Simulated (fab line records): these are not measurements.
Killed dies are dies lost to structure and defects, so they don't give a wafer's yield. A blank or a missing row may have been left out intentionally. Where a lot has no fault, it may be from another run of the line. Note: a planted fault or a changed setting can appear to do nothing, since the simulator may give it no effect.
fab line records	flow n5_finfet
record: lots: 4	wafers: 12	last_day: 13
route steps=1938 shown BEOL_M0_CUTY@712 BEOL_M0@715 BEOL_M1@751 BEOL_M4@1111 PASSIVATION@1936
lots that met no fault: taken from a fault-free run of the same line
start_h: hours from the record's first day to the start of the lot's first wafer shown	wait_h: hours since the lot's step before	" repeats the value in the row above	L1.1+2: several wafers, shown together as one row	- no value present, or no start provided	* or withheld: withheld	< > ~ a bound
route shown NAME@n: names a module that has steps shown in the file, with the first one's number in the route	usual: mean/standard deviation taken from wafers without a fault	same: alike in all rows	chamber/n: place in a boat	sites: the reading at each site	_std_site: their standard deviation	_edge_site: outer sites' mean less inner sites'	radius_mm: for every site, how far away it sits from the centre of the wafer	mask NAME#n: copy n	behind: tool/chamber where the wafer was last shaped	hold: what put the lot on hold/how long, in hours/how the hold closed	device: the transistor (n, p or np) that didn't switch	end of line: the route-end tests of the same wafers	a step without rows: its recipe alone	killed: dies lost to structure and defects at the first sort, not the wafer's yield	map: a wafer's dies, marking killed ones x, the rest . and places with no die _
set.NAME: the run value of the setting; set.NAME@STEP: its run value at that earlier step	model.NAME: the simulator's own value behind a step, which no gauge read
a table for each step, a row for each wafer; lots at some steps of the route
services: from which hour (start_h, from the record's first day; less than 0 if before it) a tool's chamber was out of use, for how many hours, and why
== steps ==
step: N5_BEOL_M0_CUTY_ETCH_62
recipe: chemistry: CF4	target: SiARC	mask_material: CAR-ArF-block	time_s: 58.5	ion_energy_ev: 80	pressure_mtorr: 40	source_w: 545	bias_w: 36	Ar_flow_sccm: 100	cf4_flow_sccm: 100	ends: cleared
step: N5_BEOL_M0_CUTY_ETCH_63
recipe: chemistry: N2/H2	target: SOC	target_depth_a: 827	overetch_a: 165	mask_material: SiARC	temp_c: 40	ion_energy_ev: 200	time_s: 124	pressure_mtorr: 30	source_w: 840	bias_w: 150	n2_flow_sccm: 200	h2_flow_sccm: 200
step: N5_BEOL_M0_CUTY_STRIP_64
recipe: chemistry: N2/H2	temp_c: 40	n2_flow_sccm: 200	h2_flow_sccm: 200	rf_frequency_hz: 6e+07
step: N5_BEOL_M0_ETCH_138
recipe: chemistry: CH3F/O2	target_depth_a: 120	target: SiCN	time_s: 31.6	ion_energy_ev: 120	pressure_mtorr: 30	source_w: 395	bias_w: 75	Ar_flow_sccm: 150	CH3F_flow_sccm: 30	O2_flow_sccm: 20	ends: cleared
step: N5_BEOL_M0_HM_OPEN_105
recipe: chemistry: Cl2/BCl3	target_depth_a: 120	target: TiN	ion_energy_ev: 150	pressure_mtorr: 10	icp_w: 1000	bias_w: 126	Cl2_flow_sccm: 53.25	bcl3_flow_sccm: 21.75	Ar_flow_sccm: 25
step: N5_BEOL_M0_STRIP_140
recipe: chemistry: CF4	resist: SiARC	power_w: 300	bias_power_w: 75	pressure_mtorr: 50	cf4_flow_sccm: 150	rf_frequency_hz: 6e+07
step: N5_BEOL_M0_STRIP_104
recipe: chemistry: N2/H2	power_w: 450	temp_c: 40	pressure_mtorr: 20	rf_frequency_hz: 6e+07	overash_fraction: 0.3	bias_power_w: 7	h2_frac: 0.5	n2_flow_sccm: 200	h2_flow_sccm: 200
step: N5_BEOL_M0_WET_ETCH_106
recipe: chemistry: DHF	dilution: 10:1	temp_c: 25	target: SiO2	target_depth_a: 1300	dry: ipa_marangoni	rinse_time_s: 30	rinse_temp_c: 23
step: N5_BEOL_M0_ETCH_128
recipe: chemistry: CF4/N2	target_depth_a: 120	overetch_a: 51	target: SiCN	time_s: 21.4	ion_energy_ev: 150	pressure_mtorr: 40	source_w: 430	bias_w: 70	Ar_flow_sccm: 100	cf4_flow_sccm: 60	n2_flow_sccm: 60
step: N5_BEOL_M0_TRENCH_ETCH_107
recipe: chemistry: C4F6/O2	target_depth_a: 328	target: SiOC	time_s: 16.4	ion_energy_ev: 250	pressure_mtorr: 30	source_w: 355	bias_w: 185	Ar_flow_sccm: 300	C4F6_flow_sccm: 10	O2_flow_sccm: 10
step: N5_BEOL_M0_STRIP_142
recipe: chemistry: N2/H2	time_s: 10	power_w: 450	temp_c: 40	pressure_mtorr: 20	rf_frequency_hz: 6e+07	bias_power_w: 7	n2_flow_sccm: 200	h2_flow_sccm: 200
step: N5_BEOL_M0_HM_STRIP_129
recipe: chemistry: peroxide_tin_strip	material: TiN	target_depth_a: 170	temp_c: 50	time_s: 108
usual: bath_guard_temp_C: 50.0/0.55	bath_heat_duty_pct: 7.1/0.75
lot.wafer	tool	chamber	start_h	wait_h	bath_guard_temp_C	bath_heat_duty_pct	model.TiN_of_BEOL_M0_SAQP_HM_DEP_02.thk_nm
L878.3	wet_bench-03	0	114.61	0.0	49.7	7.4	0
L878.5	"	1	"	"	48.8	9.5	0
L878.6	"	6	"	"	49.5	8.5	0
L882.1	wet_bench-04	5	140.56	0.0	-	-	9.4
L882.4	"	6	"	"	-	-	9.4
L882.6	"	0	"	"	-	-	9.2
L883.3	wet_bench-03	2	145.06	0.0	-	-	9.4
L883.4	"	5	"	"	-	-	9.4
L883.5	"	3	"	"	-	-	9.4
L884.3	wet_bench-03	3	152.42	0.0	50.9	7.1	0
L884.5	"	4	"	"	49.7	6.9	0
L884.6	"	7	"	"	50.2	6.5	0
step: N5_BEOL_M0_SRD_130
recipe: time_s: 30	temp_c: 23	rinse_liquid: diw	dry: ipa_marangoni
step: N5_BEOL_M0_ETCH_109
recipe: chemistry: CH3F/O2	target_depth_a: 80	overetch_a: 24	target: SiCN	time_s: 27.4	ion_energy_ev: 120	pressure_mtorr: 30	source_w: 395	bias_w: 75	Ar_flow_sccm: 150	CH3F_flow_sccm: 30	O2_flow_sccm: 20
step: N5_BEOL_M0_STRIP_139
recipe: chemistry: post_etch_residue_remover	time_s: 60	temp_c: 25	remover_ph: withheld	remover_water_wt_pct: withheld	remover_fluoride_wt_pct: withheld
step: N5_BEOL_M0_SRD_111
recipe: time_s: 30	temp_c: 23	rinse_liquid: diw	dry: ipa_marangoni
step: N5_BEOL_M0_DEGAS_112
recipe: ambient: vacuum	temp_c: 250	time_s: 60
step: N5_BEOL_M0_PRE_CLEAN_113
recipe: gas: H2/He	time_s: 30	temp_c: 250
step: N5_BEOL_M0_ALD_136
recipe: material: TaN	target_thk_a: *	temp_c: 275	ald_precursor_family: PDMAT	ald_co_reactant: NH3	pressure_torr: 3	carrier_flow_sccm: 1500	pulse_time_s: 2	purge_time_s: 3	co_reactant_purge_time_s: 2	co_reactant_pulse_time_s: 3	ald_cycles: 30	precursor_vessel_temp_c: 75	precursor_vessel_pressure_torr: 26.25	precursor_vessel_carrier_sccm: 1000
step: N5_BEOL_M0_SURFACE_TREAT_137
recipe: gas: Ar	time_s: *	ion_energy_ev: *	ion_current_ma_cm2: 0.5	pressure_mtorr: *	ar_flow_sccm: 30
step: N5_BEOL_M0_CVD_115
recipe: material: Co	target_thk_a: *	temp_c: withheld	precursor: CCTBA/H2	pressure_torr: 30	time_s: 120
step: N5_BEOL_M0_SPUTTER_116
recipe: material: Cu	target_thk_a: 40	temp_c: -20	chamber_pressure_pa: 0.07	power_w: withheld	time_s: 7.37
step: N5_BEOL_M0_ANNEAL_117
recipe: temp_c: 400	time_s: 60	ambient: vacuum
step: N5_BEOL_M0_SPUTTER_132
recipe: material: Cu	target_thk_a: 40	temp_c: -20	chamber_pressure_pa: 0.07	power_w: withheld	time_s: 7.37
step: N5_BEOL_M0_ANNEAL_133
recipe: temp_c: 400	time_s: 60	ambient: vacuum
step: N5_BEOL_M0_SPUTTER_134
recipe: material: Cu	target_thk_a: 40	temp_c: -20	chamber_pressure_pa: 0.07	power_w: withheld	time_s: 7.37
step: N5_BEOL_M0_ANNEAL_135
recipe: temp_c: 400	time_s: 60	ambient: vacuum
step: N5_BEOL_M0_SPUTTER_141
recipe: material: Cu	target_thk_a: 40	temp_c: -20	chamber_pressure_pa: 0.07	power_w: withheld	time_s: 7.37
step: N5_BEOL_M0_ECD_118
recipe: material: Cu	target_thk_a: 3000
step: N5_BEOL_M0_ANNEAL_119
recipe: temp_c: 225	time_s: 90	ambient: N2
step: N5_BEOL_M0_CMP_120
recipe: stop_on: SiOC	t_overpolish_s: 6.9	down_force_psi: 1	platen_rpm: 50	clearing_platen_down_force_psi: 1.5	clearing_platen_rpm: 50	post_cmp_clean: cu_alkaline	clearing_platen_pad_velocity_m_s: 0.99484	pad_velocity_m_s: 0.99484
usual: barrier_field_endpoint_s: 3.65/0.16	motor_current_A: 6.4/0.97	retaining_ring_pressure_frac: 1.001/0.0047
lot.wafer	tool	chamber	start_h	wait_h	barrier_field_endpoint_s	motor_current_A	retaining_ring_pressure_frac
L878.3	cmp-03	1	117.94	0.3	3.51	8.2	1.002
L878.6	"	3	"	"	3.60	5.3	1.003
L878.5	"	0	"	"	3.85	5.2	1.006
L882.1	cmp-02	0	144.38	0.3	14.73	6.1	0.997
L882.4	"	1	"	"	15.82	7.1	1.008
L882.6	"	0	"	"	14.62	6.4	0.997
L883.4	cmp-02	0	148.27	0.2	14.96	6.4	1.006
L883.3	"	2	"	"	15.37	5.6	1.001
L883.5	"	0	"	"	15.23	5.8	1.005
L884.3	cmp-03	0	155.60	0.2	3.50	5.3	0.996
L884.6	"	0	"	"	3.76	5.3	0.994
L884.5	"	1	"	"	3.55	7.8	0.996
step: N5_BEOL_M0_PRE_CLEAN_131
recipe: gas: NH3/H2	time_s: 15	temp_c: *	rf_power_w: 300
step: N5_BEOL_M0_CO_CAP_123
recipe: material: Co	target_thk_a: 20	temp_c: 200	precursor: CCTBA/H2	pressure_torr: 30	time_s: 102.1
step: N5_BEOL_M0_PRE_CLEAN_124
recipe: gas: NH3	time_s: 15	temp_c: withheld	rf_power_w: 300
step: N5_BEOL_M0_DEP_125
recipe: material: SiCN	target_thk_a: 80	temp_c: withheld	precursor: 3MS/NH3	pressure_torr: 3	rf_w: 202	time_s: 14
step: N5_BEOL_M1_ILD_DEP_00
recipe: material: SiOC	target_thk_a: 790	temp_c: 350	precursor: DEMS/O2	pressure_torr: 5	rf_w: 500	time_s: 15.3
step: N5_BEOL_M1_PECVD_72
recipe: material: SiO2	target_thk_a: 160	temp_c: 400	precursor: TEOS/O2	pressure_torr: 5.5	rf_w: 450	teos_flow_sccm: 53.8	gas: O2	flow_sccm: 3000	time_s: 18
step: N5_BEOL_M4_RC_MEAS_101
usual: DIBL_N: 36.7/2.4	DIBL_P: 37.4/2.9	IOFF_N: 0.18/0.05	IOFF_P: 0.23/0.058	ION_N: 683/16	ION_P: 467/11	SS_N: 71.7/0.77	SS_P: 73.5/0.87	VT_N: 249/4.3	VT_P: -250/4.4
lot.wafer	tool	chamber	start_h	wait_h	DIBL_N[mV/V]	DIBL_P[mV/V]	IOFF_N[nA/um]	IOFF_P[nA/um]	ION_N[uA/um]	ION_P[uA/um]	SS_N[mV/dec]	SS_P[mV/dec]	VT_N[mV]	VT_P[mV]
L878.3	prober-01	0	157.56	1.1	32.0	32.4	0.11	0.14	674	458	70.4	72.8	254	-257
L878.5	"	0	"	"	37.2	39.2	0.19	0.25	684	468	72.3	74.5	248	-250
L878.6	"	0	"	"	34.4	35.6	0.14	0.18	657	453	72.2	73.5	253	-256
L882.1	prober-01	0	190.35	0.0	36.2	35.5	0.15	0.18	672	460	71.6	72.8	251	-253
L882.4	"	0	"	"	33.7	31.3	0.10	0.13	630	433	71.2	72.3	261	-259
L882.6	"	0	"	"	34.1	33.4	0.13	0.16	696	468	70.8	72.5	250	-254
L883.3	prober-01	0	196.27	0.3	37.1	38.5	0.19	0.23	694	472	71.3	73.6	246	-250
L883.4	"	0	"	"	39.4	43.2	0.25	0.34	710	486	72.3	74.7	245	-245
L883.5	"	0	"	"	39.5	42.6	0.26	0.32	692	468	73.1	75.1	242	-246
L884.3	prober-01	0	201.35	0.3	40.9	42.0	0.29	0.40	689	475	72.6	74.5	239	-238
L884.5	"	0	"	"	39.0	39.7	0.23	0.32	693	478	72.0	73.5	243	-244
L884.6	"	0	"	"	35.2	34.7	0.16	0.21	698	479	70.9	73.2	247	-249
step: N5_PASSIVATION_PROBE_49
usual: defect_limited_yield: 91.4/1.6	killed_at_M0_to_M3: 31/11	killed_at_M4_up: 14/5.7	killed_at_contacts: 12/6	killed_at_front_end: 41/13	killed_at_other: 3.3/2.8	killed_dies: 101/19	killed_on_rim: 13/3.9	killed_open: 67/14	killed_short: 33/8.2	sort_bin_4_leakage: 0.0/0.37	sort_bin_5_function: 5.0/1.1	sort_bin_6_memory: 3.3/0.74	sort_bin_8_speed: 0.0/0.36	sort_n_pass: 1078/20	sort_yield_pct: 91.3/1.7
same: gross_dies: 1180	killed_at_back_side: 0
lot.wafer	tool	chamber	start_h	wait_h	defect_limited_yield[%]	killed_at_M0_to_M3	killed_at_M4_up	killed_at_contacts	killed_at_front_end	killed_at_other	killed_dies	killed_on_rim	killed_open	killed_short	sort_bin_4_leakage[%]	sort_bin_5_function[%]	sort_bin_6_memory[%]	sort_bin_8_speed[%]	sort_n_pass	sort_yield_pct[%]
L878.3	prober-02	-	254.85	0.1	93.8	12	13	3	43	2	73	13	51	22	0	3.4	2.7	0	1107	93.8
L878.5	prober-02	-	254.95	0.2	93.2	29	6	9	27	9	80	10	48	31	0	3.6	2.9	0	1100	93.2
L878.6	prober-02	-	255.00	0.3	93.0	20	8	9	41	5	83	9	54	28	0	3.9	2.7	0	1097	93.0
L882.1	prober-02	-	295.69	0.0	83.8	123	16	7	41	4	191	20	68	37	0	10.3	5.4	0	989	83.8
L882.4	prober-02	-	295.84	0.2	84.4	119	18	12	30	5	184	27	60	23	0	10.0	5.4	3.6	954	80.8
L882.6	prober-02	-	295.94	0.3	84.3	117	14	6	45	3	185	24	55	28	0	9.5	5.6	0	995	84.3
L883.3	prober-01	-	298.95	0.1	79.7	134	16	12	72	6	240	42	90	48	0	12.4	7.9	0	940	79.7
L883.4	prober-01	-	299.00	0.2	83.0	129	14	18	39	1	201	32	70	35	0	11.2	5.4	0	979	83.0
L883.5	prober-01	-	299.05	0.2	83.6	137	13	14	29	1	194	33	62	19	0.1	9.4	6.5	0	985	83.5
L884.3	prober-02	-	306.45	0.1	92.6	21	15	12	39	0	87	17	54	28	0	3.8	2.9	0	1093	92.6
L884.5	prober-02	-	306.55	0.2	92.2	32	14	10	34	2	92	11	57	35	0	4.6	3.0	0	1088	92.2
L884.6	prober-02	-	306.60	0.3	93.6	20	11	6	38	0	75	8	52	23	0	3.2	2.8	0	1105	93.6
killed by level:class
L878.3 FIN_SAQP:geometric_particle:open=12 FIN_SAQP:geometric_particle:short=10 STI_FIN_REVEAL:geometric_particle:open=8 BEOL_M4:geometric_particle:open=6 BEOL_M2:geometric_particle:open=5 STARTING-WAFER:geometric_particle:open=5 STARTING-WAFER:geometric_particle:short=4 MOL_CONTACT_COAG:geometric_particle:open=3
L878.5 FIN_SAQP:geometric_particle:short=7 BEOL_M2:geometric_particle:open=7 MOL_CONTACT_COAG:geometric_particle:open=6 FIN_SAQP:geometric_particle:open=5 DUMMY_GATE:geometric_particle:open=5 BEOL_M0_SAQP:geometric_particle:open=5 BEOL_M0_SAQP:geometric_particle:short=5 BEOL_M4:geometric_particle:open=4
L878.6 FIN_SAQP:geometric_particle:open=8 STI_FIN_REVEAL:geometric_particle:open=8 MOL_CONTACT_COAG:geometric_particle:open=8 BEOL_M2:geometric_particle:open=7 FIN_SAQP:geometric_particle:short=6 BEOL_M4:geometric_particle:open=4 BEOL_M3:geometric_particle:open=4 DUMMY_GATE:geometric_particle:open=3
L882.1 BEOL_M0:interface_void_opened=86 BEOL_M0_SAQP:geometric_particle:open=18 BEOL_M0_SAQP:geometric_particle:short=12 BEOL_M4:geometric_particle:open=8 FIN_SAQP:geometric_particle:open=7 DUMMY_GATE:geometric_particle:open=6 MOL_CONTACT_COAG:geometric_particle:open=6 STI_FIN_REVEAL:geometric_particle:open=5
L882.4 BEOL_M0:interface_void_opened=101 FIN_SAQP:geometric_particle:open=11 MOL_CONTACT_COAG:geometric_particle:open=10 BEOL_M4:geometric_particle:open=6 BEOL_M3:geometric_particle:open=5 ILD0:geometric_particle:open=4 STARTING-WAFER:geometric_particle:short=4 FIN_SAQP:geometric_particle:short=3
L882.6 BEOL_M0:interface_void_opened=100 STI_FIN_REVEAL:geometric_particle:open=16 STI_FIN_REVEAL:geometric_particle:short=5 MOL_CONTACT_COAG:geometric_particle:open=5 BEOL_M0_SAQP:geometric_particle:short=5 FIN_SAQP:geometric_particle:open=4 FIN_SAQP:geometric_particle:short=4 BEOL_M4:geometric_particle:open=4
L883.3 BEOL_M0:interface_void_opened=102 STI_FIN_REVEAL:geometric_particle:open=20 FIN_SAQP:geometric_particle:short=17 BEOL_M2:geometric_particle:open=14 FIN_SAQP:geometric_particle:open=10 MOL_CONTACT_COAG:geometric_particle:open=8 BEOL_M0_SAQP:geometric_particle:open=6 STI_FIN_REVEAL:geometric_particle:short=5
L883.4 BEOL_M0:interface_void_opened=96 MOL_CONTACT_COAG:geometric_particle:open=17 FIN_SAQP:geometric_particle:short=10 BEOL_M2:geometric_particle:open=8 BEOL_M3:geometric_particle:open=8 STI_FIN_REVEAL:geometric_particle:open=5 FIN_SAQP:geometric_particle:open=4 DUMMY_GATE:geometric_particle:open=4
L883.5 BEOL_M0:interface_void_opened=112 MOL_CONTACT_COAG:geometric_particle:open=13 FIN_SAQP:geometric_particle:open=8 STI_FIN_REVEAL:geometric_particle:open=8 BEOL_M3:geometric_particle:open=8 BEOL_M6:geometric_particle:open=5 FIN_SAQP:geometric_particle:short=4 BEOL_M0_SAQP:geometric_particle:short=3
L884.3 MOL_CONTACT_COAG:geometric_particle:open=8 BEOL_M4:geometric_particle:open=7 FIN_SAQP:geometric_particle:short=6 FIN_SAQP:geometric_particle:open=5 DUMMY_GATE:geometric_particle:open=5 GATE_CUT:geometric_particle:short=5 BEOL_M0_SAQP:geometric_particle:short=5 BEOL_M3:geometric_particle:open=5
L884.5 BEOL_M0_SAQP:geometric_particle:short=11 MOL_CONTACT_COAG:geometric_particle:open=10 FIN_SAQP:geometric_particle:short=9 FIN_SAQP:geometric_particle:open=7 BEOL_M0_SAQP:geometric_particle:open=7 BEOL_M4:geometric_particle:open=7 DUMMY_GATE:geometric_particle:open=5 STI_FIN_REVEAL:geometric_particle:open=3
L884.6 STI_FIN_REVEAL:geometric_particle:open=10 MOL_CONTACT_COAG:geometric_particle:open=6 BEOL_M1:geometric_particle:open=6 FIN_SAQP:geometric_particle:open=5 DUMMY_GATE:geometric_particle:open=5 GATE_CUT:geometric_particle:short=5 BEOL_M3:geometric_particle:open=4 BEOL_M4:geometric_particle:open=3
map L882.1 (x killed, . not)
_________________.....x......________________
______________....x.x...x....x.._____________
___________..........x..x..........__________
__________.......x.......x.x.....x.._________
________..x...x...x.........xx........_______
_______...x..x.............x.x.........______
______..x......................x.....x.._____
_____..xxx......xx...xx......x...x..x....____
____.............................x....xx..___
___..x............x.......xxx..xx..........__
___...x...........x.......x....x...x.......__
__.x.................x..x.............xx...._
__.x....x.x..x..........xx................xx_
_..........x....x...x........x...........x...
_..x.....x.............x..........x.....xx...
_....xx....xx.x.........x..x..........x......
_.......x...x........x..xxxx......x...x......
_......x.........x.......x....xxx............
_....x........................x.x....x......x
_.x....x..........xx......x...........x...x..
_......x...x..................xx.........x...
__.x.x..........x..x...x.........x.........._
__...xxx....x..xx.x................xx.xx...x_
___..x.....x.......x..x.....x.x.x..x.....x.__
___.......x...x......x.x.x......xx...xx.xx.__
____x........x...x......x.............x..x___
_____.x.....x.x.x..........xx..x..x.x..x.____
______...x......x....x...........x..x..x_____
_______........x...................x...______
________xx................x.......x..._______
__________....x.....xx.x.x.........x_________
___________......x...............x.__________
______________.x.......x...xx..._____________
_________________.....x......________________
map L883.3 (x killed, . not)
_________________..x.......x.________________
______________x................._____________
___________........x.x.x.......x.x.__________
__________..x.....x............x...._________
________..x....x.......x............x._______
_______.x.x.x.......x.....x..xx.......x______
______............xx.....x..........x..._____
_____.....xx..........x..................____
____.x...x.x.....x..x......x...xx.x.x.....___
___..x..x.......x.x.x...xx....x.x...x...x..__
___....x.xx..x....x.xx.......x.......xx...x__
__xx..........................xx.x....x..xx._
__.....x............x......x..x......x..xx.._
_x...........xxx.....xx.............xx.xxx..x
_.xx.......x....x.......x...x....xx........x.
_x.x.x..x.....xxx..x....x..xx.x......x.....xx
_.....x......x......x...xx...................
_......xx..........x..x.xx.....x...x.x...xx..
_..x....x.x..x......xx.x.....x.xxx...........
_...x..x..x..xx.....xx.x........x......xx....
_..x..x...x..x.xx...........x.x.x.....xx.x.x.
__......x....x.....x.........x.........x...x_
__.x.............x.....x...x.....x.........._
___.....x.........x......x...x...x.........__
___.x...........xx....x...........x........__
____..................x...x......x..x.x.x.___
_____.x...x..x....x..xx.x....x......x..x.____
______......................x.........x._____
_______.x.xxxx..........x.............x______
________..x...xx.x..x...xx.x....x..x.._______
__________....x..xx..x......x......x_________
___________x.xx............x.x.....__________
______________...x......x......x_____________
_________________.x.x.x..x.xx________________
== services ==
tool	chamber	start_h	hours	kind
cmp-02	-	94.45	6.7	repair
cmp-03	-	121.86	1.9	repair
== key ==
first_sign: step: N5_BEOL_M0_HM_STRIP_129	reading: tool_record	direction: missing
effect: step: N5_BEOL_M0_CMP_120	reading: barrier_field_endpoint_s	direction: up	sigmas: 73	usual: 3.65	struck: 15.12
effect: step: N5_PASSIVATION_PROBE_49	reading: killed_at_M0_to_M3	direction: up	sigmas: 9	usual: 31	struck: 126
model_effect: step: N5_BEOL_M0_HM_STRIP_129	value: TiN_of_BEOL_M0_SAQP_HM_DEP_02.thk_nm	without: 0	struck: 9.367
met_at N5_BEOL_M0_HM_STRIP_129
struck_wafers L882.1,L882.4,L882.6,L883.3,L883.4,L883.5
onset_between 114.61 140.56
fault: kind: skipped_step_whole	tool: wet_bench-03,wet_bench-04	chamber: -	onset_h: 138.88	steps: N5_BEOL_M0_HM_STRIP_129	scope: struck_lots_only
